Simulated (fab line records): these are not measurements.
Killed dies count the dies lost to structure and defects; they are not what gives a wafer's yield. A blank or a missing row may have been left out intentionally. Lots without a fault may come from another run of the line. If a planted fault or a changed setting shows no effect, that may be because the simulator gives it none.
What tool caused it? | flow n5 finfet | at 1 step of a route of 1938, 10 lots with 30 wafers sampled

WHAT THE GAUGES SHOWED, per wafer
N5_BEOL_M11_OCD_MEAS_38.
lot  | measured     | on     | trench depth nm (nm)
L588 | day 11 11:08 | ocd-02 | 150.4 148.9 146.5
L589 | day 12 11:12 | ocd-02 | 146.1 147.0 145.0
L592 | day 13 03:37 | ocd-01 | 155.6 150.2 147.2
L597 | day 13 22:07 | ocd-01 | 148.0 143.6 147.9
L603 | day 16 14:58 | ocd-01 | 149.3 153.5 149.2
L606 | day 16 18:16 | ocd-02 | 148.6 154.7 150.9
L605 | day 17 02:32 | ocd-02 | 148.9 149.3 147.9
L609 | day 18 01:38 | ocd-02 | 153.5 150.0 152.5
L608 | day 18 01:50 | ocd-02 | 144.4 149.3 145.1
L610 | day 18 02:43 | ocd-02 | 152.2 152.3 151.6

WHICH TOOL RAN EACH LOT (tool, then ch and the chambers of the sampled wafers, then the start)
Record: no process step prior to these readings.

THE ANSWER, worked out from the rows above alone
Rule: usual is defined by the lots themselves. The widest of any qualifying gaps counts: lots, ordered by their means at a reading, are off when they make up no more than a third of the lots, leave a main group of 4 or more, and stand apart from it by 3 or more times the standard deviation of that group's means. If all means in a main group match to the digits the tables above print for the reading, that group is not used. Also off: a lot with no number at a reading for which 4 or more lots have one. All remaining lots with rows at the step are treated as sound.
Nothing can be told from this: no lot is off at any reading shown.

WHAT THE SIMULATOR PUT IN
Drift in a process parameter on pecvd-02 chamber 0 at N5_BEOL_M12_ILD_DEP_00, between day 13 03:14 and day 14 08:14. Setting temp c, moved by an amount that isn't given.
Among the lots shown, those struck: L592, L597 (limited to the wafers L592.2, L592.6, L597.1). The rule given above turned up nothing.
